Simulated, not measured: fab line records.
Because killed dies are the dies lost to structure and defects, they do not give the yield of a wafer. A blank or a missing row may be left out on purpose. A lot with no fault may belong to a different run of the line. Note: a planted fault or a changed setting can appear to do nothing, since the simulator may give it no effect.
fab line records	flow nand-harc
record: lots: 6	wafers: 18	last-day: 24
route steps=1159 shown A_WL_FILL@831 A_CONTACT@840 END@1159
lots untouched by any fault: they come from a run of this same line in which no faults occurred
start-h: start of the lot's first displayed wafer, in hours after the record's first day	wait-h: hours since the lot's step before	" identical to the entry in the row above	L1.1+2: a row that stands for several wafers	- no value, or no start was given	* or withheld: withheld	< > ~ a bound
route shown NAME@n: names a module that has steps shown in the file, with the first one's number in the route	usual: mean and standard deviation over wafers with no fault	same: alike in all rows	chamber/n: place in a boat	sites: each site's reading	_std_site: the values' standard deviation	_edge_site: inner sites' mean taken away from outer sites' mean	radius-mm: for every site, how far away it sits from the centre of the wafer	mask NAME#n: copy n	behind: tool/chamber where the wafer was last shaped	hold: reason for holding the lot/hours on hold/outcome of the hold	device: the n, p or np transistor that did not switch	end of line: tests of these same wafers at the route's end	where a step has no rows: the recipe by itself	killed: dies lost to structure and defects at the first sort, not the wafer's yield	map: the dies of a wafer, with x for killed, . for not killed, _ for no die there
set.NAME: the setting that was run; set.NAME@STEP: the one run at that earlier step	model.NAME: the simulator's own value behind a step, which no gauge read
a table for each step, a row for each wafer; lots at some steps of the route
services: a tool's chamber out of use, with start hour (start-h, from the record's first day; less than 0 if before it), hours out, and reason
== steps ==
step: NHARC_A_WL_FILL_SRD_14
step: NHARC_A_WL_FILL_ALD_19
recipe: target-thk-a: 20	pulse-time-s: 3	ald-cycles: 100	temp-c: 450	material: TiN
usual: heater-power-w: 1120/110	precursor-pulse-height-rel: 1.000/0.018
lot.wafer	tool	chamber	start-h	wait-h	heater-power-w	precursor-pulse-height-rel	since-wet-clean-h
L396.4	ald-metal-03	1	362.84	0.1	1209	0.995	31
L396.3	"	3	"	"	928	1.011	31
L396.5	"	0	"	"	1030	1.007	-
L398.1	ald-metal-04	3	378.31	0.1	992	1.015	140
L398.5	"	2	"	"	1269	1.014	-
L398.6	"	3	"	"	1000	1.008	-
L408.3	ald-metal-03	2	430.25	0.1	1126	0.988	98
L408.1	"	3	"	"	929	0.979	98
L408.6	"	2	"	"	1115	0.994	-
L409.2	ald-metal-03	2	448.83	0.1	1109	1.007	117
L409.3	"	1	"	"	1196	0.989	117
L409.6	"	2	"	"	1108	1.025	-
L414.1	ald-metal-01	1	479.41	0.1	1103	1.015	11
L414.5	"	1	"	"	1101	1.005	-
L414.6	"	2	"	"	1115	0.994	-
L416.1	ald-metal-03	1	495.33	0.1	1162	1.001	163
L416.4	"	2	"	"	1120	0.993	163
L416.3	"	3	"	"	942	0.963	163
step: NHARC_A_WL_FILL_CVD_20
recipe: target-thk-a: 750	temp-c: 300	pressure-torr: 40	wf6-flow-sccm: 40	h2-flow-sccm: 1600	ar-flow-sccm: 1560	time-s: 5064	material: W
usual: heater-power-w: 466/24	throttle-valve-pct: 7.91/0.2
lot.wafer	tool	chamber	start-h	wait-h	heater-power-w	since-wet-clean-h	throttle-valve-pct
L396.3	cvd-w-01	1	-	-	479	-	8.15
L396.4	"	0	"	"	496	-	8.10
L396.5	"	0	"	"	494	-	8.10
L398.1	cvd-w-02	0	-	-	473	167	7.93
L398.6	"	0	"	"	469	-	7.97
L398.5	"	1	"	"	446	-	7.75
L408.1	cvd-w-01	1	-	-	492	124	7.90
L408.3	"	0	"	"	489	-	8.20
L408.6	"	1	"	"	477	-	8.43
L409.2	cvd-w-01	1	-	-	490	143	8.21
L409.3	"	0	"	"	494	-	8.00
L409.6	"	1	"	"	487	-	8.21
L414.1	cvd-w-02	1	-	-	427	93	7.96
L414.6	"	1	"	"	437	-	7.89
L414.5	"	0	"	"	432	-	7.75
L416.1	cvd-w-02	1	-	-	428	104	7.73
L416.3	"	1	"	"	426	-	7.54
L416.4	"	0	"	"	440	-	7.85
step: NHARC_A_WL_FILL_CMP_12
recipe: t-overpolish-s: 30	target-thk-nm: 75
usual: motor-current-A: 11.6/1.5	overpolish-run-s: 29.999/0.0087	slurry-filter-dp-kPa: 13.49/0.14	time-to-endpoint-s: 15.2/1.8
same: t-overpolish-s: 30
lot.wafer	tool	chamber	start-h	wait-h	motor-current-A	overpolish-run-s	slurry-filter-dp-kPa	time-to-endpoint-s
L396.4	cmp-03	1	368.10	2.2	11.1	29.998	13.26	15.7
L396.3	"	2	"	"	12.6	29.991	13.54	16.6
L396.5	"	1	"	"	11.0	29.992	13.51	14.7
L398.1	cmp-02	2	383.61	4.4	11.1	29.989	13.51	18.2
L398.6	"	1	"	"	13.9	29.995	13.44	15.9
L398.5	"	2	"	"	11.2	30.014	13.42	16.3
L408.1	cmp-04	3	435.74	3.6	10.1	29.989	13.45	15.7
L408.3	"	0	"	"	10.7	29.994	13.46	12.9
L408.6	"	3	"	"	10.1	29.979	13.44	14.9
L409.3	cmp-04	0	454.08	2.9	10.0	30.009	13.58	14.2
L409.2	"	1	"	"	12.0	29.984	13.43	11.1
L409.6	"	3	"	"	9.9	30.009	13.52	13.3
L414.1	cmp-02	0	493.48	4.3	9.7	30.002	13.37	14.5
L414.6	"	0	"	"	10.0	30.008	13.60	15.6
L414.5	"	1	"	"	13.9	29.994	13.50	16.4
L416.1	cmp-04	3	504.19	4.3	9.9	30.004	13.52	13.1
L416.3	"	1	"	"	11.8	30.005	13.53	8.9
L416.4	"	2	"	"	13.0	30.007	13.46	12.6
step: NHARC_A_WL_FILL_SRD_31
step: NHARC_A_WL_FILL_INSPECT_15
usual: raw-defect-count: 419/160
lot.wafer	tool	chamber	start-h	wait-h	raw-defect-count
L396.3	defect-inspect-02	-	368.59	0.0	272
L396.4	"	-	"	"	265
L396.5	"	-	"	"	444
L398.1	defect-inspect-02	-	384.05	0.0	514
L398.5	"	-	"	"	523
L398.6	"	-	"	"	493
L408.1	defect-inspect-01	-	436.19	0.0	378
L408.3	"	-	"	"	485
L408.6	"	-	"	"	567
L409.2	defect-inspect-02	-	454.51	0.0	401
L409.3	"	-	"	"	423
L409.6	"	-	"	"	481
L414.1	defect-inspect-01	-	493.95	0.0	416
L414.5	"	-	"	"	395
L414.6	"	-	"	"	312
L416.1	defect-inspect-02	-	504.66	0.0	348
L416.3	"	-	"	"	398
L416.4	"	-	"	"	328
step: NHARC_A_CONTACT_DEP_24
recipe: target-thk-a: 5000	temp-c: 400	pressure-torr: 6.5	rf-w: 900	teos-flow-sccm: 161.4	flow-sccm: 2650	target-thk-nm: 500	gas: O2	material: SiO2
usual: heater-power-w: 572/110	throttle-valve-pct: 15.7/0.65
lot.wafer	tool	chamber	start-h	wait-h	heater-power-w	since-wet-clean-h	throttle-valve-pct
L396.3	pecvd-01	2	368.78	0.2	522	119	16.2
L396.4	"	0	"	"	726	-	15.7
L396.5	"	2	"	"	545	-	16.1
L398.1	pecvd-01	0	384.12	0.1	735	134	16.2
L398.5	"	0	"	"	741	-	15.8
L398.6	"	1	"	"	450	-	15.9
L408.1	pecvd-01	0	436.26	0.1	780	5	15.9
L408.3	"	1	"	"	410	5	15.5
L408.6	"	2	"	"	492	-	15.9
L409.2	pecvd-04	0	454.58	0.1	739	65	15.3
L409.3	"	1	"	"	506	65	16.4
L409.6	"	2	"	"	577	-	16.1
L414.1	pecvd-03	2	494.13	0.2	592	8	16.4
L414.5	"	0	"	"	582	-	14.7
L414.6	"	1	"	"	621	-	15.1
L416.1	pecvd-03	0	504.73	0.1	459	18	14.6
L416.3	"	2	"	"	630	19	16.1
L416.4	"	2	"	"	485	-	16.2
step: NHARC_A_CONTACT_DEP_28
recipe: target-thk-a: 36000	temp-c: 400	material: aC
usual: throttle-valve-pct: 34.999/0.0087
lot.wafer	tool	chamber	start-h	wait-h	throttle-valve-pct
L396.3	acl-dep-03	0	369.98	0.8	35.001
L396.4	"	0	"	"	34.998
L396.5	"	0	"	"	34.998
L398.1	acl-dep-01	0	386.19	1.5	35.012
L398.5	"	0	387.64	3.0	35.009
L398.6	"	0	"	"	34.997
L408.1	acl-dep-03	0	437.29	0.5	34.996
L408.3	"	0	"	"	34.990
L408.6	"	0	439.14	2.3	35.016
L409.2	acl-dep-01	0	457.20	2.1	35.002
L409.3	"	0	"	"	34.994
L409.6	"	0	458.66	3.5	34.987
L414.1	acl-dep-01	0	494.61	0.1	35.000
L414.5	"	0	496.07	1.5	35.001
L414.6	"	0	"	"	34.989
L416.1	acl-dep-02	0	505.43	0.1	35.010
L416.3	"	0	"	"	34.988
L416.4	"	0	"	"	34.986
step: NHARC_A_CONTACT_DEP_29
recipe: target-thk-a: 700	target-thk-nm: 70	temp-c: 400	pressure-torr: 3.5	flow-sccm: 200	rf-w: 350	material: SiON
usual: heater-power-w: 763/110
lot.wafer	tool	chamber	start-h	wait-h	heater-power-w	since-wet-clean-h
L396.3	pecvd-03	1	371.48	1.1	912	66
L396.4	"	0	"	"	687	-
L396.5	"	1	"	"	918	-
L398.1	pecvd-01	2	388.39	1.8	635	138
L398.5	"	0	"	"	885	-
L398.6	"	1	"	"	642	-
L408.3	pecvd-01	2	439.56	1.2	591	9
L408.1	"	0	"	"	958	9
L408.6	"	2	"	"	595	-
L409.3	pecvd-01	2	459.05	1.1	663	28
L409.2	"	0	"	"	991	28
L409.6	"	2	"	"	688	-
L414.1	pecvd-04	0	496.82	1.8	835	108
L414.6	"	0	"	"	873	-
L414.5	"	1	"	"	664	-
L416.1	pecvd-03	1	507.62	1.8	870	21
L416.3	"	2	"	"	822	21
L416.4	"	0	"	"	750	-
step: NHARC_A_CONTACT_DEHYDRATE_32
recipe: temp-c: 150	time-s: 120
step: NHARC_A_CONTACT_HMDS_33
recipe: time-s: 30
step: NHARC_A_CONTACT_COAT_34
recipe: temp-c: 260	time-s: 75
step: NHARC_A_CONTACT_COAT_35
recipe: temp-c: 225	time-s: 65
step: NHARC_A_CONTACT_COAT_36
recipe: spin-rpm: 1500	resist-thk-nm: 90
step: NHARC_A_CONTACT_SOFTBAKE_37
recipe: temp-c: 105	time-s: 55
step: NHARC_A_CONTACT_EBR_38
step: NHARC_A_CONTACT_EXPOSE_39
recipe: na: 1.35	sigma-outer: 0.8	dose-mj: 58.79	mask-id: A_CC_3
step: NHARC_A_CONTACT_PEB_40
recipe: peb-temp-c: 100	peb-time-s: 65
step: NHARC_A_CONTACT_DEVELOP_41
recipe: develop-time-s: 35	dev-temp-c: 23
step: NHARC_A_CONTACT_CD_MEAS_42
recipe: target-cd-nm: 200	landing-energy-ev: 500
usual: cd-nm: 200.0/0.45
lot.wafer	tool	chamber	start-h	wait-h	cd-nm
L396.3	cd-sem-03	0	372.31	-	199.3
L396.4	"	0	"	"	200.0
L396.5	"	0	"	"	200.3
L398.1	cd-sem-03	0	388.99	-	200.2
L398.5	"	0	"	"	200.5
L398.6	"	0	"	"	200.5
L408.1	cd-sem-03	0	440.25	-	200.6
L408.3	"	0	"	"	199.7
L408.6	"	0	"	"	200.5
L409.2	cd-sem-02	0	459.78	-	200.8
L409.3	"	0	"	"	200.2
L409.6	"	0	"	"	200.6
L414.1	cd-sem-02	0	497.54	-	199.6
L414.5	"	0	"	"	199.9
L414.6	"	0	"	"	200.1
L416.1	cd-sem-01	0	508.22	-	200.3
L416.3	"	0	"	"	199.8
L416.4	"	0	"	"	200.6
step: NHARC_A_CONTACT_OVL_MEAS_43
usual: overlay-x-nm: -0.3/1.1	overlay-y-nm: 0.2/0.77
lot.wafer	tool	chamber	start-h	wait-h	overlay-x-nm	overlay-y-nm
L396.3	overlay-01	-	372.39	-	-0.5	-0.3
L396.4	"	-	"	"	-0.3	-0.2
L396.5	"	-	"	"	0.2	0.0
L398.1	overlay-02	-	389.08	-	0.0	1.2
L398.5	"	-	"	"	-0.4	0.5
L398.6	"	-	"	"	-0.9	1.1
L408.1	overlay-02	-	440.34	-	-1.4	-0.2
L408.3	"	-	"	"	-1.2	-0.5
L408.6	"	-	"	"	-1.9	0.5
L409.2	overlay-01	-	459.88	-	1.0	0.7
L409.3	"	-	"	"	1.0	0.4
L409.6	"	-	"	"	0.4	0.4
L414.1	overlay-01	-	497.63	-	0.8	-0.1
L414.5	"	-	"	"	0.8	0.6
L414.6	"	-	"	"	0.7	0.2
L416.1	overlay-02	-	508.31	-	-1.1	0.9
L416.3	"	-	"	"	-1.1	0.7
L416.4	"	-	"	"	-1.2	0.9
step: NHARC_A_CONTACT_INSPECT_44
usual: raw-defect-count: 27/15
lot.wafer	tool	chamber	start-h	wait-h	raw-defect-count
L396.3	defect-inspect-01	-	372.43	0.0	27
L396.4	"	-	"	"	28
L396.5	"	-	"	"	27
L398.1	defect-inspect-02	-	389.12	0.0	7
L398.5	"	-	"	"	9
L398.6	"	-	"	"	7
L408.1	defect-inspect-01	-	440.38	0.0	1269
L408.3	"	-	"	"	43
L408.6	"	-	"	"	45
L409.2	defect-inspect-01	-	459.91	0.0	1307
L409.3	"	-	"	"	34
L409.6	"	-	"	"	23
L414.1	defect-inspect-01	-	497.67	0.0	66
L414.5	"	-	"	"	63
L414.6	"	-	"	"	55
L416.1	defect-inspect-01	-	508.34	0.0	43
L416.3	"	-	"	"	38
L416.4	"	-	"	"	44
step: NHARC_A_CONTACT_DESCUM_47
recipe: time-s: 3	o2-flow-sccm: 200	ar-flow-sccm: 0	bias-power-w: 0	chemistry: O2
step: NHARC_END_SORT_01
recipe: temp-c: 25
usual: killed-at-array: 28/12	killed-at-other: 0.8/1.1	killed-at-periphery: 3.6/2.3	killed-dies: 32/12	killed-open: 3.4/1.9	killed-short: 2.0/1.3
same: gross-dies: 677
lot.wafer	tool	chamber	start-h	wait-h	killed-at-array	killed-at-other	killed-at-periphery	killed-dies	killed-open	killed-short
L398.1	prober-02	0	464.25	2.5	15	1	6	22	3	4
L408.1	prober-01	0	504.03	2.5	89	0	2	91	3	0
L409.2	prober-01	0	537.03	2.8	80	0	3	83	4	3
killed by level:class
L398.1 A_CONTACT:chamber-film-flake=6 P_STI:chamber-film-flake=3 A_CHANNEL_HOLE_D1:chamber-film-flake=3 A_CONTACT:geometric-particle:short=2 P_M1:geometric-particle:open=1 A_ONON_D1:geometric-particle:open=1 A_CHANNEL_FILL_D1:geometric-particle:short=1 A_CONTACT:geometric-particle:open=1
L408.1 A_CONTACT:unspecified=44 A_CHANNEL_HOLE_D1:chamber-film-flake=18 A_SLIT:chamber-film-flake=14 A_CONTACT:chamber-film-flake=5 A_STAIRCASE:chamber-film-flake=4 A_CONTACT:geometric-particle:open=2 A_CHANNEL_FILL_D1:chamber-film-flake=2 P_GATE:geometric-particle:open=1
L409.2 A_CONTACT:unspecified=47 A_CHANNEL_HOLE_D1:chamber-film-flake=23 A_WL_FILL:chamber-film-flake=3 A_CONTACT:chamber-film-flake=3 A_CONTACT:geometric-particle:open=2 P_CONTACT:geometric-particle:short=1 P_M0:geometric-particle:open=1 P_M0:geometric-particle:short=1
map L408.1 (x killed, . not)
____________.____________
_________......._________
_______..........._______
______.............______
_____..............._____
____...............x.____
____.................____
___.................x.___
___...................___
__.....................__
__.....................__
_......................._
_.x....................._
_xx.............x....xx._
_xxx.................x.x_
_xx....................x_
xxxx..............x....x.
xxxxx........x...x.xxxxxx
xxxxx...........x.xx.xx.x
xxxxx.x............x..xx.
xxxx..............xxxxx.x
_xxx.x.............x...x_
_xxxx............xxx...._
_xxx..............x..x.._
_xx....................._
_..x...................._
__x................x.x.__
__.....................__
___.x...............x.___
___...................___
____.................____
____.................____
_____..............._____
______.............______
_______..........._______
_________......._________
____________.____________
map L409.2 (x killed, . not)
____________.____________
_________......._________
_______xx........._______
______xxxx.........______
_____xxxxx.........._____
____.x.xx...........x____
____.xxx..........x..____
___...x.xx............___
___.....x.............___
__...x...x.............__
__.x...................__
_....x.................._
_.x....................._
_xx....................._
_x.x............x......._
_xxxx..................._
xxxx.....................
xxxxx.x..................
xxxxx....................
xxxx.....................
xxxxx.................x..
_xxxx..................._
_xxxx.............x....._
_xxx...................._
_xxxx..................._
_x......................_
__.....................__
__...x.................__
___...................___
___...................___
____.................____
____.................____
_____..x............_____
______.........x.x.______
_______..........._______
_________......._________
____________.____________
== services ==
tool	chamber	start-h	hours	kind
cmp-04	-	342.59	1.0	repair
cmp-02	-	348.03	0.5	repair
cmp-04	-	348.49	3.9	repair
acl-dep-02	-	349.27	13.0	pm
cmp-03	-	350.46	1.1	repair
cmp-03	-	352.01	4.0	pm
pecvd-04	0	354.95	16.5	repair
ald-metal-03	2	364.36	3.2	repair
ald-metal-03	-	372.90	0.8	repair
cmp-02	-	375.16	2.0	repair
pecvd-04	-	376.22	13.0	pm
cvd-w-02	-	382.82	13.0	pm
ald-metal-04	-	406.00	10.0	pm
acl-dep-03	-	406.26	13.0	pm
pecvd-01	-	418.05	13.0	pm
cmp-02	-	422.61	4.0	pm
ald-metal-04	3	436.03	10.4	repair
cmp-04	-	436.19	4.0	pm
cmp-04	-	448.00	0.5	repair
cmp-02	-	455.61	1.2	repair
pecvd-03	-	473.39	13.0	pm
acl-dep-01	-	476.39	13.0	pm
cvd-w-01	-	478.24	13.0	pm
ald-metal-03	-	500.00	10.0	pm
== key ==
first-sign: step: NHARC_A_CONTACT_INSPECT_44	reading: raw-defect-count	direction: up	sigmas: 85	usual: 27	struck: 1288
effect: step: NHARC_END_SORT_01	reading: killed-at-array	direction: up	sigmas: 4.9	usual: 28	struck: 84
more-kills-born-at: NHARC_A_CONTACT_DEP_29@pecvd-01: 91
met-at NHARC_A_CONTACT_DEP_29
struck-wafers L408.1,L409.2
tester-left-out L408,L409
onset-between 388.39 439.56
fault: kind: chamber-particle-source	tool: pecvd-01	chamber: 0	onset-h: 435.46	steps: NHARC_A_CONTACT_DEP_29	rate-per-visit-cm2: 1.9648	end-h: 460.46
tester-left-out: of these lots the tester's yield and bins aren't shown, on N5 and GAA mostly nor the transistor test; their killed dies are dies lost to structure and defects alone, not to doping, threshold or leakage, so they don't give the yield
